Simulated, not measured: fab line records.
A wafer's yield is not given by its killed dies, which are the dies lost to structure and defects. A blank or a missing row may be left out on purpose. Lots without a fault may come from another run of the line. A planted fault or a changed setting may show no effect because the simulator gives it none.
Lot-split experiment / flow n5_finfet / on a route of 1938 steps: 7 lots, 21 wafers read

## ABOUT THE SPLIT
At N5_MOL_CONTACT_COAG_EXPOSE_05 (exposes mask CA, defocus 0 nm), the setting dose_mj was moved away from the recipe's 38.25 on 4 of the 21 wafers read, by -5.9% to +3.7%. For the rest of the wafers, this setting stayed at what the recipe calls for.

## FROM THE SPLIT TO THE READING: what the file shows between them, 2 steps
- N5_MOL_CONTACT_COAG_PEB_06: peb time 60 s
- N5_MOL_CONTACT_COAG_DEVELOP_07: develop time 30 s

## THE READING
Shown in nm: cd_nm at N5_MOL_CONTACT_COAG_CD_MEAS_08, with target cd 28 nm. On this fab line, fault-free wafers typically give 27.98 nm with a standard deviation of 0.24 nm.

wafer=L074.1; tool, chamber at the split=euv_scanner-01, 0; dose_mj as run=38.25; against the recipe=recipe; cd_nm, nm=27.78; against lot-mates on the recipe=-
wafer=L074.4; tool, chamber at the split=euv_scanner-01, 0; dose_mj as run=38.25; against the recipe=recipe; cd_nm, nm=28.04; against lot-mates on the recipe=-
wafer=L074.6; tool, chamber at the split=euv_scanner-01, 0; dose_mj as run=36.14; against the recipe=-5.5%; cd_nm, nm=26.46; against lot-mates on the recipe=-1.45
wafer=L077.1; tool, chamber at the split=euv_scanner-02, 0; dose_mj as run=38.25; against the recipe=recipe; cd_nm, nm=28.18; against lot-mates on the recipe=-
wafer=L077.3; tool, chamber at the split=euv_scanner-02, 0; dose_mj as run=38.25; against the recipe=recipe; cd_nm, nm=27.81; against lot-mates on the recipe=-
wafer=L077.5; tool, chamber at the split=euv_scanner-02, 0; dose_mj as run=38.25; against the recipe=recipe; cd_nm, nm=28.56; against lot-mates on the recipe=-
wafer=L079.1; tool, chamber at the split=euv_scanner-02, 0; dose_mj as run=38.25; against the recipe=recipe; cd_nm, nm=27.72; against lot-mates on the recipe=-
wafer=L079.3; tool, chamber at the split=euv_scanner-02, 0; dose_mj as run=38.25; against the recipe=recipe; cd_nm, nm=28.26; against lot-mates on the recipe=-
wafer=L079.4; tool, chamber at the split=euv_scanner-02, 0; dose_mj as run=39.12; against the recipe=+2.3%; cd_nm, nm=28.66; against lot-mates on the recipe=+0.67
wafer=L081.1; tool, chamber at the split=euv_scanner-01, 0; dose_mj as run=35.99; against the recipe=-5.9%; cd_nm, nm=26.39; against lot-mates on the recipe=-1.46
wafer=L081.3; tool, chamber at the split=euv_scanner-01, 0; dose_mj as run=38.25; against the recipe=recipe; cd_nm, nm=27.91; against lot-mates on the recipe=-
wafer=L081.6; tool, chamber at the split=euv_scanner-01, 0; dose_mj as run=38.25; against the recipe=recipe; cd_nm, nm=27.80; against lot-mates on the recipe=-
wafer=L087.1; tool, chamber at the split=euv_scanner-02, 0; dose_mj as run=38.25; against the recipe=recipe; cd_nm, nm=27.69; against lot-mates on the recipe=-
wafer=L087.2; tool, chamber at the split=euv_scanner-02, 0; dose_mj as run=38.25; against the recipe=recipe; cd_nm, nm=27.85; against lot-mates on the recipe=-
wafer=L087.3; tool, chamber at the split=euv_scanner-02, 0; dose_mj as run=39.66; against the recipe=+3.7%; cd_nm, nm=28.75; against lot-mates on the recipe=+0.98
wafer=L088.2; tool, chamber at the split=euv_scanner-02, 0; dose_mj as run=38.25; against the recipe=recipe; cd_nm, nm=27.47; against lot-mates on the recipe=-
wafer=L088.3; tool, chamber at the split=euv_scanner-02, 0; dose_mj as run=38.25; against the recipe=recipe; cd_nm, nm=27.22; against lot-mates on the recipe=-
wafer=L088.6; tool, chamber at the split=euv_scanner-02, 0; dose_mj as run=38.25; against the recipe=recipe; cd_nm, nm=28.03; against lot-mates on the recipe=-
wafer=L092.1; tool, chamber at the split=euv_scanner-01, 0; dose_mj as run=38.25; against the recipe=recipe; cd_nm, nm=28.04; against lot-mates on the recipe=-
wafer=L092.5; tool, chamber at the split=euv_scanner-01, 0; dose_mj as run=38.25; against the recipe=recipe; cd_nm, nm=28.18; against lot-mates on the recipe=-
wafer=L092.6; tool, chamber at the split=euv_scanner-01, 0; dose_mj as run=38.25; against the recipe=recipe; cd_nm, nm=28.13; against lot-mates on the recipe=-

THE FIT
A straight line over all 21 wafers: cd_nm changes by +0.26 nm for each +1% of dose_mj; r = +0.88; the points scatter about the line by 0.29 nm.
The same after taking each lot's own level away (the mean of its wafers on the recipe; 21 wafers): +0.26 nm for each +1%; r = +0.93; scatter 0.21 nm.
The reading moves by 1.5 nm for the largest change in dose_mj, on that fit.
Across the lots, their own levels run from 27.573 to 28.183 nm, a range of 2.5 times the standard deviation given above.
The two slopes are in agreement: the lot-to-lot level therefore moves the slope only a little.
Check: -1.57 nm against its lot-mates is what the line predicts for one of the wafers moved furthest among these (-5.9%) when that wafer is left out of the fit. Against them it came out at -1.46 nm.

## FURTHER SPLITS ON THESE WAFERS
Other splits were also applied to these wafers ahead of the reading. Each is held against what the fit with the lots' levels taken away leaves over:
other split on the same wafers=N5_SD_EPI_P_EPI_21 temp_c; wafers away from the commonest value=9; r with cd_nm (lot level and that fit taken away)=+0.01
other split on the same wafers=N5_HKMG_FIN_EXPOSE_46 dose_mj; wafers away from the commonest value=9; r with cd_nm (lot level and that fit taken away)=+0.12
other split on the same wafers=N5_HKMG_FIN_ETCH_55 bias_w; wafers away from the commonest value=9; r with cd_nm (lot level and that fit taken away)=+0.02
other split on the same wafers=N5_HKMG_FIN_DESCUM_17 time_s; wafers away from the commonest value=7; r with cd_nm (lot level and that fit taken away)=-0.01
other split on the same wafers=N5_HKMG_FIN_ETCH_32 bias_w; wafers away from the commonest value=7; r with cd_nm (lot level and that fit taken away)=+0.05

## THE WHOLE CHAIN: every reading that the file lists as answering this split, in the file's order
step=N5_MOL_CONTACT_COAG_CD_MEAS_08; what it does=target cd 28 nm; reading=cd_nm; change (the file's fit)=+0.258 nm for each +1% of the setting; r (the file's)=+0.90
step=N5_MOL_CONTACT_COAG_ETCH_59; what it does=etches underlayer in N2/H2, target depth 13 nm, time 10.4 s; reading=MOL_CONTACT_COAG.cd_offset_nm (the simulator's own value, which no gauge read); change (the file's fit)=+0.239 nm for each +1% of the setting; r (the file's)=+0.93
step=N5_MOL_CONTACT_COAG_ETCH_105; what it does=etches SiARC in CF4, target depth 15.6 nm, time 26 s; reading=MOL_CONTACT_COAG.cd_offset_nm (the simulator's own value, which no gauge read); change (the file's fit)=+0.26 nm for each +1% of the setting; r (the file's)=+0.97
step=N5_MOL_CONTACT_COAG_ETCH_106; what it does=etches SOC in N2/H2, target depth 80 nm, overetch 16 nm, time 120 s; reading=MOL_CONTACT_COAG.cd_offset_nm (the simulator's own value, which no gauge read); change (the file's fit)=+0.297 nm for each +1% of the setting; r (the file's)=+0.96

## FILE'S OWN FIT
cd_nm changes by +0.258 nm for each +1% of dose_mj, r = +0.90.
